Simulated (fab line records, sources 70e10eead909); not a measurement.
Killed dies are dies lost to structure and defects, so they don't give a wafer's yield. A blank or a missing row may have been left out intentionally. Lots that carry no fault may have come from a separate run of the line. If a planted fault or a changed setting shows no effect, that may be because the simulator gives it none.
Matching of chambers ; flow nand-harc ; rie-diel-09 running NHARC_HYBRID_BOND_ACTIVATE_00: 4 sister chambers
The step chemistry N2, time 60 s. 8 wafers are shown with their chamber, then 8 later ones without.

== WAFERS WITH THEIR CHAMBER ==
wafer;chamber;drypump-motor-current-A (A);showerhead-plenum-p-Torr (Torr)
L791.2;3;4.9;1.75
L792.3;3;4.8;1.75
L795.3;2;5.7;1.85
L795.5;0;5.6;1.83
L806.2;1;6.3;1.84
L806.4;2;5.7;1.85
L806.6;0;5.6;1.82
L809.1;1;6.3;1.84

== WAFERS WITH NO CHAMBER GIVEN ==
wafer;drypump-motor-current-A (A);showerhead-plenum-p-Torr (Torr)
L809.2;5.7;1.85
L809.6;5.7;1.82
L810.3;5.6;1.82
L810.4;4.9;1.74
L810.6;5.6;1.82
L812.3;4.9;1.74
L812.4;5.7;1.82
L812.5;4.9;1.74

== THE CHAMBER EACH PASSED THROUGH ==
wafer;from the rows above;in truth
L809.2;2;2
L809.6;0;0
L810.3;0;0
L810.4;3;3
L810.6;0;0
L812.3;3;3
L812.4;0;0
L812.5;3;3
8 of 8 placed correctly. Number that these rows cannot place: 0. Number placed wrongly: 0.
How it was worked out, from the rows above alone: a wafer's distance from a chamber is the root of the sum, over the readings, of the square of ((its reading less the chamber's mean) divided by the reading's scatter). The wafer belongs to the nearest chamber; if the next one is less than 2 further off, it can't be placed. A chamber's mean is the mean of its shown wafers. How the scatter is found: for the shown wafers, subtract from each reading the mean of its chamber, square and add these, divide the total by (wafers less chambers), then take the root.
